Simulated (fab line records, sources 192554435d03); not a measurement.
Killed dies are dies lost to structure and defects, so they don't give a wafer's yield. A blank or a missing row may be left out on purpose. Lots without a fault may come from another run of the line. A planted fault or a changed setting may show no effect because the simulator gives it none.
A struck lot beside a sound one | flow n5_finfet | 42 steps out of a route of 1938
Sound: wafers L164.1, L164.3, L164.4. Struck: wafer L162.2. (L162.1, L162.4 of the same lot were not struck and are left out.) The cause comes at the end.
At each step with rows: each side's tool, then ch and its chambers, then its first start. Under that, the readings that differ: sound wafers | struck wafers | difference of the means | sigmas: that difference in standard deviations of wafers without a fault.
alike: readings whose means differ by less than 2 such deviations, and words and numbers that are the same on both sides. not compared: withheld readings, readings that some wafer has no value for, bounds like >300 that may hide the same value, and numbers for which the record gives no deviation and whose values overlap.
The two part at a step that has a row with sigmas, a row that says differs or no value, or rows on one side only. Numbers that don't overlap but have no deviation are shown without sigmas and don't part them. A reading that every wafer of one side lacks parts them only if that side has two wafers or more.

N5_BEOL_M0_CUTY_CD_MEAS_57: target cd 200 nm.
  sound on cd_sem-03 ch 0, day 7 22:11; struck on cd_sem-02 ch 0, day 7 14:10
  alike: cd_nm
N5_BEOL_M0_CUTY_OVL_MEAS_58:
  sound on overlay-02 ch 0, day 7 22:13; struck on overlay-01 ch 0, day 7 14:11
  alike: M0_ABLK_OVL
N5_BEOL_M0_CUTY_INSPECT_59: inspects for defects (macro).
  sound on defect_inspect-01, day 7 22:15; struck on defect_inspect-01, day 7 14:13
  alike: raw_defect_count
then, 6 steps without rows for these wafers: N5_BEOL_M0_CUTY_DESCUM_61 (chemistry O2, time 7.9 s); N5_BEOL_M0_CUTY_ETCH_62 (etches SiARC in CF4, time 58.5 s); N5_BEOL_M0_CUTY_ETCH_63 (etches SOC in N2/H2, target depth 82.7 nm, overetch 16.5 nm, time 124 s); N5_BEOL_M0_CUTY_STRIP_64 (strips in N2/H2); N5_BEOL_M0_ETCH_138 (etches SiCN in CH3F/O2, target depth 12 nm, time 31.6 s); N5_BEOL_M0_HM_OPEN_105 (chemistry Cl2/BCl3, target TiN, target depth 12 nm).
N5_BEOL_M0_STRIP_140: strips in CF4.
  sound on rie_diel-06 ch 1,2,3, day 7 22:55; struck on rie_diel-02 ch 1, day 7 16:21
  reading                     | sound       | struck | difference | sigmas
  drypump_motor_current_A (A) | 5.3 5.4 4.9 | 6.2    | +1.0       | +2
  alike: oes_product_au, rf_vpp_V, showerhead_plenum_p_Torr, throttle_valve_pct
  not compared: rf_hours_counter_h
then, 2 steps without rows for these wafers: N5_BEOL_M0_STRIP_104 (strips in N2/H2); N5_BEOL_M0_WET_ETCH_106 (etches SiO2 in DHF, target depth 130 nm, rinse time 30 s).
N5_BEOL_M0_ETCH_128: etches SiCN in CF4/N2, target depth 12 nm, overetch 5.1 nm, time 21.4 s.
  sound on rie_diel-06 ch 0,1,2, day 7 23:03; struck on rie_diel-02 ch 2, day 7 16:30
  alike: drypump_motor_current_A, oes_product_au, rf_vpp_V, showerhead_plenum_p_Torr, throttle_valve_pct
  not compared: rf_hours_counter_h
then, 2 steps without rows for these wafers: N5_BEOL_M0_TRENCH_ETCH_107 (etches SiOC in C4F6/O2, target depth 32.8 nm, time 16.4 s); N5_BEOL_M0_STRIP_142 (strips in N2/H2, time 10 s).
N5_BEOL_M0_OCD_MEAS_108:
  sound on ocd-02, day 7 23:12; struck on ocd-01, day 7 16:38
  alike: trench_depth_nm
then, 10 steps without rows for these wafers: N5_BEOL_M0_HM_STRIP_129 (strips TiN in peroxide tin strip, target depth 17 nm, time 108 s); N5_BEOL_M0_SRD_130 (time 30 s); N5_BEOL_M0_ETCH_109 (etches SiCN in CH3F/O2, target depth 8 nm, overetch 2.4 nm, time 27.4 s); N5_BEOL_M0_STRIP_139 (strips in post etch residue remover, time 60 s); N5_BEOL_M0_SRD_111 (time 30 s); N5_BEOL_M0_DEGAS_112 (time 60 s); N5_BEOL_M0_PRE_CLEAN_113 (time 30 s); N5_BEOL_M0_ALD_136 (deposits TaN, pulse time 2 s, purge time 3 s, co reactant purge time 2 s); N5_BEOL_M0_SURFACE_TREAT_137; N5_BEOL_M0_CVD_115 (deposits Co from CCTBA/H2, time 120 s).
N5_BEOL_M0_SPUTTER_116: material Cu, target thk 4 nm, time 7.37 s.
  sound on pvd_sputter-03, day 8 00:02; struck on pvd_sputter-01, day 7 19:37
  alike: chamber_pressure_pa, susceptor_temp_C, throttle_valve_pct
then, 5 steps without rows for these wafers: N5_BEOL_M0_ANNEAL_117 (time 60 s); N5_BEOL_M0_SPUTTER_132 (material Cu, target thk 4 nm, time 7.37 s); N5_BEOL_M0_ANNEAL_133 (time 60 s); N5_BEOL_M0_SPUTTER_134 (material Cu, target thk 4 nm, time 7.37 s); N5_BEOL_M0_ANNEAL_135 (time 60 s).
N5_BEOL_M0_SPUTTER_141: material Cu, target thk 4 nm, time 7.37 s.
  sound on pvd_sputter-03, day 8 00:24; struck on pvd_sputter-01, day 7 19:58
  alike: chamber_pressure_pa, susceptor_temp_C, throttle_valve_pct
then, 1 step without rows for these wafers: N5_BEOL_M0_ECD_118 (material Cu, target thk 300 nm).
N5_BEOL_M0_ANNEAL_119: time 90 s.
  sound on rtp_anneal-01 ch 0, day 8 01:22; struck on rtp_anneal-01 ch 0, day 7 23:39
  reading          | sound             | struck | difference | sigmas
  wafer_temp_C_max | 226.6 227.4 227.3 | 226.3  | -0.8       | -2
then, 4 steps without rows for these wafers: N5_BEOL_M0_CMP_120 (polishes, stops on SiOC, t overpolish 6.9 s); N5_BEOL_M0_PRE_CLEAN_131 (time 15 s); N5_BEOL_M0_CO_CAP_123 (material Co, precursor CCTBA/H2, target thk 2 nm, time 102.1 s); N5_BEOL_M0_PRE_CLEAN_124 (time 15 s).
N5_BEOL_M0_DEP_125: deposits SiCN from 3MS/NH3, target thk 8 nm, time 14 s.
  sound on pecvd-02 ch 0,1, day 8 02:14; struck on pecvd-01 ch 1, day 8 00:27
  reading                         | sound             | struck | difference | sigmas
  showerhead_plenum_p_Torr (Torr) | 3.649 3.667 3.643 | 3.681  | +0.028     | +2
  alike: throttle_valve_pct
N5_BEOL_M0_RS_MEAS_126: measures by four-point-probe.
  sound on film_metro-02, day 8 02:19; struck on film_metro-01, day 8 00:32
  alike: M0_RS
-- the record jumps here: 6 days lie between the struck wafers' starts before and after (it left off in module BEOL_M0 and takes up again in module PASSIVATION, whose first step shown is number 1936 of the route) --
N5_PASSIVATION_PROBE_49:
  sound on prober-02, day 14 07:10; struck on prober-02, day 14 05:44
  reading                  | sound          | struck | difference | sigmas
  defect_limited_yield (%) | 89.8 90.5 91.3 | 78.1   | -12.4      | -9
  killed_at_M0_to_M3       | 43 40 27       | 182    | +145       | +15
  killed_dies              | 120 112 103    | 259    | +147       | +9
  sort_bin_5_function (%)  | 6.4 5.1 4.9    | 14.0   | +8.5       | +9
  sort_n_pass              | 1060 1068 1077 | 921    | -147       | -9
  sort_yield_pct (%)       | 89.8 90.5 91.3 | 78.1   | -12.4      | -9
  alike: killed_at_M4_up, killed_at_contacts, killed_at_front_end, killed_at_other, killed_open, killed_short, sort_bin_6_memory

WHERE THEY PART
First at N5_BEOL_M0_STRIP_140; last, within this record, at N5_PASSIVATION_PROBE_49.

WHY: what the simulator had put in
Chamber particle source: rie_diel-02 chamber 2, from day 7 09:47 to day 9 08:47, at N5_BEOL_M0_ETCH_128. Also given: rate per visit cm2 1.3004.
